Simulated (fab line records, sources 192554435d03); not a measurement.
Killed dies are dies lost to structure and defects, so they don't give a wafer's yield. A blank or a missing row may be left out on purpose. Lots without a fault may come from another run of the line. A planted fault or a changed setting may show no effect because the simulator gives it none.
fab line records | flow n5_finfet | part 1 of 2: steps 1 to 19 of 28
record lots=5 wafers=15 last_day=17
route steps=1938 shown BEOL_M6@1233
lots that met no fault: from a run of the same line without faults
start_h: hours from the record's first day to the start of the lot's first wafer shown | wait_h: hours since the lot's step before | " the same as in the row above | L1.1+2: a row that stands for several wafers | - no value, or no start given | * or withheld: withheld | < > ~ a bound
route shown NAME@n: a module of which the file shows steps, and the number in the route of the first | usual: mean/standard deviation of fault-free wafers | same: alike in all rows | chamber/n: place in a boat | sites: the reading at each site | _std_site: their standard deviation | _edge_site: outer sites' mean less inner sites' | radius_mm: how far each site lies from the wafer's centre | mask NAME#n: copy n | behind: the tool/chamber that last shaped the wafer | hold: why the lot was held/for how many hours/how that ended | device: the transistor (n, p or np) that didn't switch | end of line: the same wafers' tests at the end of the route | a step without rows: its recipe alone | killed: dies lost to structure and defects at the first sort, not the wafer's yield | map: a wafer's dies, x killed, . not, _ none there
set.NAME: the setting as run; set.NAME@STEP: as run at that earlier step | model.NAME: the simulator's own value behind a step, which no gauge read
lots at some steps of the route; a table a step, a row a wafer
services: from which hour (start_h, from the record's first day; less than 0 if before it) a tool's chamber was out of use, for how many hours, and why
## steps
# step N5_BEOL_M6_ETCH_66
# recipe chemistry=N2/H2 target=SOC target_depth_a=800 overetch_a=160 mask_material=SiARC temp_c=40 time_s=120 ion_energy_ev=200 pressure_mtorr=30 source_w=840 bias_w=150 n2_flow_sccm=200 h2_flow_sccm=200
# usual drypump_motor_current_A=5.6/0.54 n2_flow_sccm=200.1/0.62 oes_product_au=0.62/0.057 rf_vpp_V=524.9/2.9 showerhead_plenum_p_Torr=2.58/0.1 throttle_valve_pct=17.79/0.24
# columns lot.wafer tool chamber start_h wait_h drypump_motor_current_A n2_flow_sccm oes_product_au rf_hours_counter_h rf_vpp_V showerhead_plenum_p_Torr throttle_valve_pct
L076.1 rie_diel-01 0 222.50 0.0 5.7 199.9 0.61 108 524.2 2.55 17.64
L076.4 " 3 " " 6.3 199.6 0.67 43 523.0 2.49 17.83
L076.6 " 2 " " 5.3 199.8 0.68 - 528.5 2.70 17.66
L086.2 rie_diel-03 1 293.68 0.0 6.5 200.8 0.61 100 526.9 2.68 17.88
L086.3 " 2 " " 5.3 200.4 0.54 243 519.9 2.41 18.12
L086.6 " 0 " " 5.5 199.8 0.68 - 523.3 2.47 17.43
L089.1 rie_diel-03 2 299.08 0.0 5.3 201.0 0.53 245 518.4 2.41 18.09
L089.2 " 1 " " 6.5 200.9 0.61 101 526.6 2.68 17.88
L089.5 " 2 " " 5.3 199.7 0.53 - 520.9 2.41 18.09
L090.2 rie_diel-01 1 316.57 0.0 5.1 198.8 0.62 81 529.2 2.68 17.79
L090.3 " 0 " " 5.8 200.2 0.58 136 524.3 2.54 17.69
L090.4 " 2 " " 5.3 199.5 0.65 67 527.3 2.69 17.69
L093.1 rie_diel-03 0 325.21 0.0 5.5 200.8 0.67 50 521.1 2.47 17.43
L093.5 " 0 " " 5.5 199.7 0.67 - 523.7 2.47 17.42
L093.6 " 1 " " 6.5 199.8 0.60 - 528.6 2.68 17.90
# step N5_BEOL_M6_STRIP_69
# recipe chemistry=N2/H2 temp_c=40 n2_flow_sccm=200 h2_flow_sccm=200 rf_frequency_hz=6e+07
# columns lot.wafer tool chamber start_h wait_h
L076.1+4+6 rie_diel-01 0,3,2 222.58 0.0
L086.2+3+6 rie_diel-03 1,2,0 293.76 0.0
L089.1+2+5 rie_diel-03 2,1,2 299.16 0.0
L090.2+3+4 rie_diel-01 1,0,2 316.65 0.0
L093.1+5+6 rie_diel-03 0,0,1 325.29 0.0
# step N5_BEOL_M6_STRIP_73
# recipe chemistry=N2/H2 temp_c=40 n2_flow_sccm=200 h2_flow_sccm=200 rf_frequency_hz=6e+07
# columns lot.wafer tool chamber start_h wait_h
L076.1+4+6 rie_diel-01 0,3,2 222.59 0.0
L086.2+3+6 rie_diel-03 1,2,0 293.77 0.0
L089.1+2+5 rie_diel-03 2,1,2 299.17 0.0
L090.2+3+4 rie_diel-01 1,0,2 316.66 0.0
L093.1+5+6 rie_diel-03 0,0,1 325.30 0.0
# step N5_BEOL_M6_VIA_ETCH_34
# recipe chemistry=C4F6/O2 target=SiCOH_lowk target_depth_a=1263 mask_material=SOC taper_deg=4 time_s=50.9 ion_energy_ev=250 pressure_mtorr=30 source_w=345 bias_w=185 Ar_flow_sccm=300 C4F6_flow_sccm=10 O2_flow_sccm=10
# usual drypump_motor_current_A=5.6/0.54 oes_f_703_au=0.81/0.074 oes_product_au=0.81/0.077 rf_vpp_V=667/6.5 showerhead_plenum_p_Torr=2.89/0.11 throttle_valve_pct=20.87/0.22
# columns lot.wafer tool chamber start_h wait_h drypump_motor_current_A oes_f_703_au oes_product_au rf_hours_counter_h rf_vpp_V showerhead_plenum_p_Torr throttle_valve_pct
L076.1 rie_diel-01 0 222.60 0.0 5.8 0.78 0.80 108 669 2.86 20.77
L076.4 " 3 " " 6.3 0.87 0.87 43 657 2.79 20.95
L076.6 " 2 " " 5.4 0.88 0.89 - 672 3.02 20.79
L086.2 rie_diel-03 1 293.78 0.0 6.5 0.79 0.81 100 672 2.99 20.91
L086.3 " 2 " " 5.3 0.69 0.69 243 659 2.70 21.12
L086.6 " 0 " " 5.5 0.90 0.90 - 664 2.77 20.54
L089.1 rie_diel-03 2 299.18 0.0 5.3 0.69 0.69 245 658 2.70 21.12
L089.2 " 1 " " 6.5 0.80 0.82 101 674 2.98 20.91
L089.5 " 2 " " 5.3 0.69 0.69 - 659 2.70 21.13
L090.2 rie_diel-01 1 316.67 0.0 5.1 0.82 0.82 81 678 3.00 20.90
L090.3 " 0 " " 5.7 0.76 0.77 136 667 2.85 20.81
L090.4 " 2 " " 5.3 0.84 0.84 67 671 3.00 20.84
L093.1 rie_diel-03 0 325.31 0.0 5.5 0.89 0.88 51 664 2.76 20.57
L093.5 " 0 " " 5.5 0.89 0.87 - 661 2.76 20.56
L093.6 " 1 " " 6.5 0.78 0.79 - 671 2.98 20.91
# step N5_BEOL_M6_STRIP_76
# recipe chemistry=C4F6/O2 resist=SiARC rf_frequency_hz=6e+07
# columns lot.wafer tool chamber start_h wait_h
L076.1+4+6 rie_diel-01 0,3,2 222.64 0.0
L086.2+3+6 rie_diel-03 1,2,0 293.82 0.0
L089.1+2+5 rie_diel-03 2,1,2 299.22 0.0
L090.2+3+4 rie_diel-01 1,0,2 316.72 0.0
L093.1+5+6 rie_diel-03 0,0,1 325.35 0.0
# step N5_BEOL_M6_STRIP_36
# recipe chemistry=N2/H2 power_w=450 temp_c=40 pressure_mtorr=20 rf_frequency_hz=6e+07 overash_fraction=0.3 bias_power_w=7 h2_frac=0.5 n2_flow_sccm=200 h2_flow_sccm=200
# usual drypump_motor_current_A=5.6/0.54 n2_flow_sccm=199.9/0.6 oes_product_au=0.81/0.077 power_w=449.9/1.3 rf_vpp_V=59.3/1.6 showerhead_plenum_p_Torr=2.58/0.1 throttle_valve_pct=23.66/0.28
# columns lot.wafer tool chamber start_h wait_h drypump_motor_current_A n2_flow_sccm oes_product_au power_w rf_hours_counter_h rf_vpp_V showerhead_plenum_p_Torr throttle_valve_pct
L076.1 rie_diel-01 0 222.65 0.0 5.7 199.3 0.79 448.2 108 60.1 2.55 23.37
L076.4 " 3 " " 6.3 199.4 0.87 450.4 43 57.5 2.48 23.80
L076.6 " 2 " " 5.4 200.1 0.91 450.9 - 59.1 2.70 23.50
L086.2 rie_diel-03 1 293.83 0.0 6.5 199.7 0.82 450.1 100 61.3 2.68 23.76
L086.3 " 2 " " 5.3 199.3 0.70 449.3 243 57.0 2.40 23.93
L086.6 " 0 " " 5.5 199.5 0.90 451.4 - 58.3 2.47 23.17
L089.1 rie_diel-03 2 299.23 0.0 5.3 200.7 0.69 449.3 245 57.6 2.40 23.93
L089.2 " 1 " " 6.5 199.5 0.81 449.4 101 60.9 2.68 23.75
L089.5 " 2 " " 5.3 201.1 0.70 450.4 - 60.1 2.40 23.94
L090.2 rie_diel-01 1 316.73 0.0 5.1 200.3 0.83 449.4 81 57.6 2.68 23.63
L090.3 " 0 " " 5.8 200.5 0.77 451.3 136 58.8 2.54 23.42
L090.4 " 2 " " 5.3 200.0 0.87 449.0 67 59.4 2.68 23.59
L093.1 rie_diel-03 0 325.36 0.0 5.5 200.4 0.87 449.8 51 59.1 2.47 23.19
L093.5 " 0 " " 5.5 200.0 0.87 449.1 - 58.4 2.47 23.22
L093.6 " 1 " " 6.5 200.2 0.80 449.6 - 57.8 2.67 23.73
# step N5_BEOL_M6_TRENCH_ETCH_37
# recipe chemistry=C4F6/O2 target_depth_a=944.35 target=SiCOH_lowk time_s=31.5 ion_energy_ev=250 pressure_mtorr=30 source_w=345 bias_w=185 Ar_flow_sccm=300 C4F6_flow_sccm=10 O2_flow_sccm=10
# usual drypump_motor_current_A=5.6/0.54 oes_f_703_au=0.81/0.075 oes_product_au=0.81/0.077 rf_vpp_V=668/6.5 showerhead_plenum_p_Torr=2.89/0.11 throttle_valve_pct=20.90/0.22
# columns lot.wafer tool chamber start_h wait_h drypump_motor_current_A oes_f_703_au oes_product_au rf_hours_counter_h rf_vpp_V showerhead_plenum_p_Torr throttle_valve_pct
L076.1 rie_diel-01 0 - - 5.7 0.79 0.79 108 666 2.86 20.80
L076.4 " 3 " " 6.3 0.87 0.87 43 659 2.79 20.98
L076.6 " 2 " " 5.4 0.88 0.90 - 672 3.02 20.81
L086.2 rie_diel-03 1 - - 6.5 0.79 0.81 100 673 2.99 20.93
L086.3 " 2 " " 5.3 0.69 0.70 243 659 2.70 21.16
L086.6 " 0 " " 5.5 0.91 0.90 - 664 2.77 20.58
L089.1 rie_diel-03 2 - - 5.3 0.69 0.68 245 659 2.70 21.13
L089.2 " 1 " " 6.5 0.80 0.80 101 671 2.98 20.92
L089.5 " 2 " " 5.3 0.70 0.69 - 660 2.70 21.15
L090.2 rie_diel-01 1 - - 5.1 0.82 0.82 81 676 3.00 20.93
L090.3 " 0 " " 5.7 0.76 0.76 136 668 2.85 20.85
L090.4 " 2 " " 5.3 0.83 0.84 67 671 3.00 20.85
L093.1 rie_diel-03 0 - - 5.5 0.89 0.88 51 663 2.76 20.59
L093.5 " 0 " " 5.5 0.89 0.88 - 662 2.77 20.59
L093.6 " 1 " " 6.5 0.78 0.80 - 672 2.98 20.95
# step N5_BEOL_M6_ETCH_41
# recipe chemistry=CH3F/O2 target=SiCN target_depth_a=297 taper_deg=2 time_s=52 ion_energy_ev=120 mask_material=TiN pressure_mtorr=30 source_w=395 bias_w=75 Ar_flow_sccm=150 CH3F_flow_sccm=30 O2_flow_sccm=20
# usual drypump_motor_current_A=5.6/0.54 oes_product_au=0.81/0.077 rf_vpp_V=298.0/1.8 showerhead_plenum_p_Torr=2.03/0.079 throttle_valve_pct=16.28/0.21
# columns lot.wafer tool chamber start_h wait_h drypump_motor_current_A oes_product_au rf_hours_counter_h rf_vpp_V showerhead_plenum_p_Torr throttle_valve_pct
L076.1 rie_diel-01 0 - - 5.8 0.79 108 297.2 2.01 16.22
L076.4 " 3 " " 6.3 0.87 43 296.2 1.96 16.29
L076.6 " 2 " " 5.3 0.89 - 300.7 2.13 16.15
L086.2 rie_diel-03 1 - - 6.5 0.82 100 299.9 2.10 16.33
L086.3 " 2 " " 5.3 0.70 243 296.6 1.89 16.55
L086.6 " 0 " " 5.5 0.89 - 295.8 1.95 15.98
L089.1 rie_diel-03 2 - - 5.3 0.69 245 294.8 1.89 16.55
L089.2 " 1 " " 6.5 0.81 101 298.2 2.10 16.30
L089.5 " 2 " " 5.3 0.69 - 294.8 1.89 16.55
L090.2 rie_diel-01 1 - - 5.2 0.82 81 298.3 2.11 16.30
L090.3 " 0 " " 5.8 0.77 136 297.0 2.00 16.28
L090.4 " 2 " " 5.3 0.84 67 299.9 2.11 16.21
L093.1 rie_diel-03 0 - - 5.5 0.87 51 297.1 1.94 16.00
L093.5 " 0 " " 5.5 0.88 - 294.9 1.94 16.01
L093.6 " 1 " " 6.5 0.79 - 298.2 2.10 16.34
# step N5_BEOL_M6_STRIP_80
# recipe chemistry=N2/H2 time_s=10 power_w=450 temp_c=40 pressure_mtorr=20 rf_frequency_hz=6e+07 bias_power_w=7 n2_flow_sccm=200 h2_flow_sccm=200
# usual drypump_motor_current_A=5.6/0.54 n2_flow_sccm=200.0/0.62 oes_product_au=0.81/0.076 rf_vpp_V=59.3/0.83 showerhead_plenum_p_Torr=2.58/0.1 throttle_valve_pct=23.65/0.28
# columns lot.wafer tool chamber start_h wait_h drypump_motor_current_A n2_flow_sccm oes_product_au rf_hours_counter_h rf_vpp_V showerhead_plenum_p_Torr throttle_valve_pct
L076.1 rie_diel-01 0 - - 5.8 200.3 0.79 108 58.9 2.55 23.38
L076.4 " 3 " " 6.3 200.1 0.87 43 58.8 2.48 23.78
L076.6 " 2 " " 5.4 200.3 0.88 - 59.4 2.70 23.50
L086.2 rie_diel-03 1 - - 6.5 200.2 0.82 100 59.5 2.68 23.76
L086.3 " 2 " " 5.3 199.5 0.69 243 58.6 2.40 23.96
L086.6 " 0 " " 5.5 199.1 0.89 - 59.4 2.47 23.18
L089.1 rie_diel-03 2 - - 5.3 200.0 0.70 245 58.2 2.40 23.95
L089.2 " 1 " " 6.5 199.8 0.82 101 59.3 2.68 23.75
L089.5 " 2 " " 5.3 199.5 0.70 - 59.3 2.40 23.93
L090.2 rie_diel-01 1 - - 5.1 201.1 0.83 81 58.5 2.68 23.65
L090.3 " 0 " " 5.7 200.7 0.76 136 59.9 2.54 23.42
L090.4 " 2 " " 5.3 199.9 0.85 67 60.0 2.68 23.55
L093.1 rie_diel-03 0 - - 5.5 201.2 0.88 51 59.7 2.46 23.18
L093.5 " 0 " " 5.5 200.5 0.88 - 58.9 2.47 23.22
L093.6 " 1 " " 6.5 199.9 0.81 - 59.5 2.67 23.77
# step N5_BEOL_M6_OCD_MEAS_38
# usual trench_depth_nm=94.8/1.3
# columns lot.wafer tool chamber start_h wait_h trench_depth_nm
L076.1 ocd-01 - 222.84 - 95.2
L076.4 " - " " 95.1
L076.6 " - " " 94.5
L086.2 ocd-01 - 294.03 - 96.0
L086.3 " - " " 93.5
L086.6 " - " " 95.3
L089.1 ocd-02 - 299.43 - 91.8
L089.2 " - " " 94.8
L089.5 " - " " 92.3
L090.2 ocd-01 - 316.92 - 94.5
L090.3 " - " " 94.2
L090.4 " - " " 94.7
L093.1 ocd-02 - 325.56 - 95.1
L093.5 " - " " 95.1
L093.6 " - " " 94.9
# step N5_BEOL_M6_HM_STRIP_39
# recipe chemistry=peroxide_tin_strip material=TiN target_depth_a=250 temp_c=50 time_s=158
# columns lot.wafer tool chamber start_h wait_h
L076.1+4+6 wet_bench-06 0,7,1 222.88 0.0
L086.2+3+6 wet_bench-06 7,6,4 294.06 0.0
L089.1+2+5 wet_bench-03 0,4,2 299.46 0.0
L090.2+3+4 wet_bench-03 3,1,7 316.95 0.0
L093.1+5+6 wet_bench-04 4,3,1 325.59 0.0
# step N5_BEOL_M6_SRD_40
# recipe time_s=30 temp_c=23 rinse_liquid=diw dry=ipa_marangoni
# columns lot.wafer tool chamber start_h wait_h
L076.1+4+6 wet_bench-06 0,7,1 222.92 0.0
L086.2+3+6 wet_bench-06 7,6,4 294.11 0.0
L089.1+2+5 wet_bench-03 0,4,2 299.55 0.0
L090.2+3+4 wet_bench-03 3,1,7 317.00 0.0
L093.1+5+6 wet_bench-04 4,3,1 325.64 0.0
# step N5_BEOL_M6_PRECLEAN_42
# recipe chemistry=residue_remover time_s=60 temp_c=40
# columns lot.wafer tool chamber start_h wait_h
L076.1+4+6 wet_bench-06 0,7,1 222.94 0.0
L086.2+3+6 wet_bench-06 7,6,4 294.13 0.0
L089.1+2+5 wet_bench-03 0,4,2 299.59 0.0
L090.2+3+4 wet_bench-03 3,1,7 317.02 0.0
L093.1+5+6 wet_bench-04 4,3,1 325.65 0.0
# step N5_BEOL_M6_SRD_43
# recipe time_s=30 temp_c=23 rinse_liquid=diw dry=ipa_marangoni
# columns lot.wafer tool chamber start_h wait_h
L076.1+4+6 wet_bench-06 0,7,1 222.96 0.0
L086.2+3+6 wet_bench-06 7,6,4 294.14 0.0
L089.1+2+5 wet_bench-03 0,4,2 299.62 0.0
L090.2+3+4 wet_bench-03 3,1,7 317.03 0.0
L093.1+5+6 wet_bench-04 4,3,1 325.67 0.0
# step N5_BEOL_M6_CD_MEAS_35
# recipe target_cd_nm=40 target_cd_y_nm=28 polarity=opening
# usual cd_nm=40.2/0.55
# columns lot.wafer tool chamber start_h wait_h cd_nm
L076.1 cd_sem-02 - 223.00 0.0 39.6
L076.4 " - " " 39.2
L076.6 " - " " 39.6
L086.2 cd_sem-03 - 294.19 0.0 40.4
L086.3 " - " " 39.2
L086.6 " - " " 40.5
L089.1 cd_sem-03 - 299.68 0.0 41.1
L089.2 " - " " 41.2
L089.5 " - " " 40.6
L090.2 cd_sem-03 - 317.07 0.0 39.7
L090.3 " - " " 39.8
L090.4 " - " " 40.1
L093.1 cd_sem-01 - 325.71 0.0 39.4
L093.5 " - " " 38.8
L093.6 " - " " 39.7
# step N5_BEOL_M6_CURE_75
# recipe temp_c=370 time_s=120 ambient=DMADMS/He material=SiCOH_lowk
# usual lamp_power_pct=52.31/0.048 wafer_temp_C_max=371.4/0.45
# columns lot.wafer tool chamber start_h wait_h lamp_power_pct wafer_temp_C_max
L076.1 uv_cure-02 1 223.04 0.0 52.30 371.4
L076.4 " 1 " " 52.22 371.6
L076.6 " 1 " " 52.24 372.1
L086.2 uv_cure-02 2 294.28 0.1 52.39 372.4
L086.3 " 2 " " 52.31 371.8
L086.6 " 2 " " 52.28 372.5
L089.1 uv_cure-02 1 299.73 0.1 52.29 371.2
L089.2 " 1 " " 52.29 371.4
L089.5 " 1 " " 52.27 370.8
L090.2 uv_cure-03 0 317.21 0.1 52.27 370.6
L090.3 " 0 " " 52.35 370.9
L090.4 " 0 " " 52.26 371.4
L093.1 uv_cure-03 1 325.75 0.0 52.34 370.9
L093.5 " 1 " " 52.33 371.3
L093.6 " 1 " " 52.33 371.5
# step N5_BEOL_M6_DEGAS_44
# recipe ambient=vacuum temp_c=250 time_s=60
# usual heater_power_w=331/20 susceptor_temp_C=249.99/0.18
# columns lot.wafer tool chamber start_h wait_h heater_power_w susceptor_temp_C
L076.1 pvd_sputter-02 - 223.49 0.4 360 249.74
L076.4 " - " " 316 250.06
L076.6 " - " " 341 250.04
L086.2 pvd_sputter-01 - 295.01 0.7 319 249.93
L086.3 " - " " 334 250.25
L086.6 " - " " 335 249.99
L089.1 pvd_sputter-01 - 300.05 0.3 345 250.01
L089.2 " - " " 296 249.84
L089.5 " - " " 335 249.65
L090.2 pvd_sputter-02 - 317.76 0.4 344 250.14
L090.3 " - " " 351 249.92
L090.4 " - " " 316 250.17
L093.1 pvd_sputter-01 - 326.25 0.4 322 250.21
L093.5 " - " " 338 250.05
L093.6 " - " " 342 249.95
# step N5_BEOL_M6_PRE_CLEAN_45
# recipe gas=H2/He time_s=30 temp_c=250
# usual heater_power_w=331/20 susceptor_temp_C=249.99/0.18
# columns lot.wafer tool chamber start_h wait_h heater_power_w susceptor_temp_C
L076.1 pvd_sputter-02 - 223.53 0.0 346 250.04
L076.4 " - " " 338 250.11
L076.6 " - " " 351 249.98
L086.2 pvd_sputter-01 - 295.05 0.0 332 250.12
L086.3 " - " " 335 250.22
L086.6 " - " " 343 249.98
L089.1 pvd_sputter-01 - 300.09 0.0 339 249.72
L089.2 " - " " 296 250.00
L089.5 " - " " 337 249.91
L090.2 pvd_sputter-02 - 317.80 0.0 350 250.10
L090.3 " - " " 353 250.14
L090.4 " - " " 318 249.89
L093.1 pvd_sputter-01 - 326.29 0.0 334 249.89
L093.5 " - " " 343 249.91
L093.6 " - " " 328 250.18
# step N5_BEOL_M6_ALD_77
# recipe material=TaN target_thk_a=20 temp_c=275 ald_precursor_family=PDMAT ald_co_reactant=NH3 pressure_torr=3 carrier_flow_sccm=1500 pulse_time_s=2 purge_time_s=3 co_reactant_purge_time_s=2 co_reactant_pulse_time_s=3 ald_cycles=40 precursor_vessel_temp_c=75 precursor_vessel_pressure_torr=26.25 precursor_vessel_carrier_sccm=1000
# usual chamber_pressure_Torr=3.000/0.0072 heater_power_w=425/39 mfc_carrier_sccm=1501/4.1 precursor_vessel_pressure_torr=26.25/0.057 susceptor_temp_C=274.99/0.17
# columns lot.wafer tool chamber start_h wait_h chamber_pressure_Torr heater_power_w mfc_carrier_sccm precursor_vessel_pressure_torr susceptor_temp_C
L076.1 ald_metal-01 3 223.73 0.2 2.997 402 1496 26.21 274.64
L076.4 " 2 " " 2.990 479 1494 26.18 275.02
L076.6 " 3 " " 2.998 400 1495 26.21 274.99
L086.2 ald_metal-03 1 295.11 0.0 2.997 449 1498 26.22 275.21
L086.3 " 3 " " 3.000 371 1503 26.22 274.95
L086.6 " 0 " " 3.012 394 1505 26.17 274.93
L089.1 ald_metal-02 1 300.15 0.0 2.998 432 1505 26.25 275.04
L089.2 " 0 " " 2.998 485 1505 26.22 275.13
L089.5 " 1 " " 2.992 446 1503 26.23 274.97
L090.2 ald_metal-01 3 317.86 0.0 3.004 398 1496 26.34 275.05
L090.3 " 2 " " 3.006 471 1500 26.25 274.81
L090.4 " 1 " " 3.008 422 1498 26.32 275.05
L093.1 ald_metal-01 1 326.37 0.1 3.010 417 1501 26.23 274.82
L093.5 " 3 " " 2.991 400 1494 26.28 274.62
L093.6 " 0 " " 2.988 407 1504 26.23 275.09
